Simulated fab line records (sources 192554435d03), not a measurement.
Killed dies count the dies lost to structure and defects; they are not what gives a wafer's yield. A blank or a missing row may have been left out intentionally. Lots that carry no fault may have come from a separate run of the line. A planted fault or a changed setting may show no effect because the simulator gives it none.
Matching of chambers | flow n5-finfet | pecvd-03 running N5_BEOL_M3_PECVD_72: 3 sister chambers
The step deposits SiO2 from TEOS/O2, target thk 16 nm, time 18 s. 20 wafers are shown with their chamber, then 10 later ones without.

## EACH WAFER AND ITS CHAMBER
wafer  | chamber | throttle-valve-pct (%) | showerhead-plenum-p-Torr (Torr) | heater-power-w (W)
L076.2 | 0       | 27.1                   | 8.73                            | 724
L076.3 | 1       | 23.6                   | 8.91                            | 709
L076.6 | 1       | 23.6                   | 8.91                            | 713
L079.2 | 1       | 23.4                   | 8.92                            | 700
L079.3 | 2       | 20.1                   | 8.89                            | 899
L079.5 | 2       | 20.1                   | 8.90                            | 895
L081.1 | 2       | 20.3                   | 8.89                            | 805
L081.4 | 0       | 27.2                   | 8.75                            | 883
L081.6 | 1       | 23.6                   | 8.92                            | 827
L083.1 | 1       | 23.6                   | 8.88                            | 851
L083.2 | 0       | 27.0                   | 8.78                            | 726
L083.3 | 2       | 20.3                   | 8.89                            | 855
L084.3 | 2       | 20.2                   | 8.88                            | 886
L084.4 | 1       | 23.6                   | 8.92                            | 813
L084.6 | 2       | 20.3                   | 8.89                            | 906
L087.1 | 1       | 23.6                   | 8.88                            | 813
L087.4 | 0       | 27.0                   | 8.76                            | 785
L087.5 | 1       | 23.6                   | 8.91                            | 815
L085.3 | 0       | 27.1                   | 8.76                            | 863
L085.5 | 0       | 27.3                   | 8.74                            | 858

SIGNATURES, as means of the wafers listed above
reading                  | chamber 0 | chamber 1 | chamber 2 | scatter within a chamber
throttle-valve-pct       | 27.117    | 23.575    | 20.217    | 0.0945
showerhead-plenum-p-Torr | 8.7533    | 8.9062    | 8.8900    | 0.0148
heater-power-w           | 806.50    | 780.12    | 874.33    | 59.1
Rule: for a wafer and a chamber, the distance is found by dividing, reading by reading, the gap between the wafer's reading and the chamber's mean by the reading's scatter, squaring, summing and taking the root. If the next closest chamber is less than 2 further off than the closest, the wafer can't be placed; otherwise it belongs to the closest. The scatter is the square root of a quotient: the sum, over the shown wafers, of each reading's squared deviation from its chamber's mean, divided by wafers minus chambers.

## WAFERS WITH NO CHAMBER GIVEN
wafer  | throttle-valve-pct (%) | showerhead-plenum-p-Torr (Torr) | heater-power-w (W)
L085.6 | 23.3                   | 8.90                            | 689
L089.2 | 27.3                   | 8.76                            | 852
L089.3 | 20.3                   | 8.90                            | 940
L089.5 | 24.0                   | 8.91                            | 825
L088.3 | 20.5                   | 8.88                            | 909
L088.5 | 23.5                   | 8.90                            | 817
L088.6 | 27.2                   | 8.74                            | 759
L095.2 | 23.8                   | 8.94                            | 739
L095.4 | 20.3                   | 8.89                            | 987
L095.5 | 27.2                   | 8.72                            | 767

## THE CHAMBER EACH PASSED THROUGH
wafer  | from the rows above | in truth
L085.6 | 1                   | 1
L089.2 | 0                   | 0
L089.3 | 2                   | 2
L089.5 | 1                   | 1
L088.3 | 2                   | 2
L088.5 | 1                   | 1
L088.6 | 0                   | 0
L095.2 | 1                   | 1
L095.4 | 2                   | 2
L095.5 | 0                   | 0
Placed correctly: 10 of 10. Left unplaced by these rows: 0. Placed wrongly: 0.
